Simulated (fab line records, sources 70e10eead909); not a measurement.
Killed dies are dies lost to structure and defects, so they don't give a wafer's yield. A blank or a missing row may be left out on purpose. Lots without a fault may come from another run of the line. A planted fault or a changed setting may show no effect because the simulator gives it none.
One fault seen from 2 desks | flow nand_harc | each desk has only its own numbers; what lay behind them comes last

THE DEFECT DESK
What the inspections along the route counted, lot by lot: means of the sampled wafers that have a number. A lot is out of limits, marked OUT, if its mean lies more than 4 standard deviations from the usual mean; the brackets give that distance.
Columns: A = raw_defect_count at NHARC_A_ONON_D2_INSPECT_32, usual 398
lot  | first seen here | A
L310 | day 13 03:48    | 252
L311 | day 13 03:49    | 477
L312 | day 13 22:01    | 383
L313 | day 14 04:20    | 694
L321 | day 17 11:31    | 302
L324 | day 19 04:15    | 516
L327 | day 19 22:03    | 414
L328 | day 20 18:02    | 229
L329 | day 20 22:13    | 351
L330 | day 21 14:59    | 399
L331 | day 21 23:58    | 329
L332 | day 22 00:15    | 380
L333 | day 22 07:37    | 447
This desk's finding: nothing out of limits on any of the 13 lots.

THE METROLOGY DESK
What the gauges read, lot by lot, whatever tool the lot ran on: means of the sampled wafers that have a number. A lot is out of limits, marked OUT, if its mean lies more than 4 standard deviations from the usual mean; the brackets give that distance.
Columns: A = thk_nm at NHARC_A_ONON_D2_THK_MEAS_27, usual 1002 nm
lot  | first seen here | A
L310 | day 13 02:43    | 1013
L311 | day 13 02:43    | 996
L312 | day 13 20:54    | 989
L313 | day 14 03:05    | 1001
L321 | day 17 10:23    | 838 (-18) OUT
L324 | day 19 03:10    | 981
L327 | day 19 20:56    | 985
L328 | day 20 16:56    | 1001
L329 | day 20 21:05    | 1010
L330 | day 21 13:52    | 1002
L331 | day 21 22:44    | 1021
L332 | day 21 23:05    | 990
L333 | day 22 06:31    | 999
This desk's finding: out of limits on L321; first on L321, day 17 10:23 (thk_nm at NHARC_A_ONON_D2_THK_MEAS_27). In limits: L310, L311, L312, L313, L324, L327, L328, L329, L330, L331, L332, L333.

PUT TOGETHER
The metrology desk could have raised an alarm at day 17 10:23, on L321.
The defect desk saw nothing out of limits.
The defect desk has L321 on record, within its limits.
Of the lots named, all ran NHARC_A_ONON_D2_DEP_25 on pecvd_onon-04.

WHAT THE SIMULATOR HAD PUT IN
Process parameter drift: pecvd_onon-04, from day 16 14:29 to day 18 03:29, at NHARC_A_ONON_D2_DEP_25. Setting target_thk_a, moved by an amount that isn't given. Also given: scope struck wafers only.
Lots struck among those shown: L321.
Hours from the fault's start to each desk's first reading out of limits: the metrology desk, 20.
